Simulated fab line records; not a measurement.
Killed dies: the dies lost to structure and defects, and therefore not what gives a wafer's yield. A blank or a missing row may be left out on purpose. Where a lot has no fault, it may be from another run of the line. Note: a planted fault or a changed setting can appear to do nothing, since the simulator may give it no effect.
Chamber matching | flow nand harc | NHARC_A_STAIRCASE_DEP_417 on pecvd-02: 3 sister chambers
The step deposits Si3N4, target thk 60 nm. 6 wafers are shown with their chamber, then 9 later ones without.

WAFERS, EACH WITH ITS CHAMBER
wafer  | chamber | heater power w (W) | rf fwd power W (W)
L087.4 | 2       | 794                | 450.4
L086.3 | 0       | 885                | 448.5
L086.4 | 1       | 631                | 451.8
L089.1 | 0       | 888                | 448.6
L089.2 | 1       | 527                | 450.0
L089.4 | 2       | 701                | 451.2

WAFERS WHOSE CHAMBER IS MISSING
wafer  | heater power w (W) | rf fwd power W (W)
L090.1 | 686                | 448.1
L090.3 | 612                | 449.8
L090.4 | 625                | 446.4
L092.2 | 691                | 448.2
L092.3 | 755                | 449.4
L092.5 | 742                | 452.3
L097.1 | 565                | 450.1
L097.3 | 821                | 448.2
L097.5 | 597                | 449.7

WHICH CHAMBER EACH WENT THROUGH
wafer  | from the rows above          | in truth
L090.1 | can't be placed: 2 or 0 or 1 | 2
L090.3 | can't be placed: 1 or 2      | 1
L090.4 | can't be placed: 0 or 1 or 2 | 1
L092.2 | can't be placed: 2 or 0 or 1 | 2
L092.3 | can't be placed: 2 or 0 or 1 | 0
L092.5 | can't be placed: 2 or 1      | 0
L097.1 | 1                            | 1
L097.3 | 0                            | 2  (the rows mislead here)
L097.5 | can't be placed: 1 or 2      | 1
1 of 9 placed correctly. These rows do not allow placing 7 (true chamber among the candidates in 6). Number placed wrongly: 1.
How it was worked out, from the rows above alone: a wafer's distance from a chamber is the root of the sum, over the readings, of the square of ((its reading less the chamber's mean) divided by the reading's scatter). The wafer belongs to the nearest chamber; if the next one is less than 2 further off, it can't be placed. The mean given for a chamber averages the wafers shown for that chamber. The scatter: the root of (the sum of the squares of (reading less its chamber's mean) over the shown wafers, divided by (wafers less chambers)).
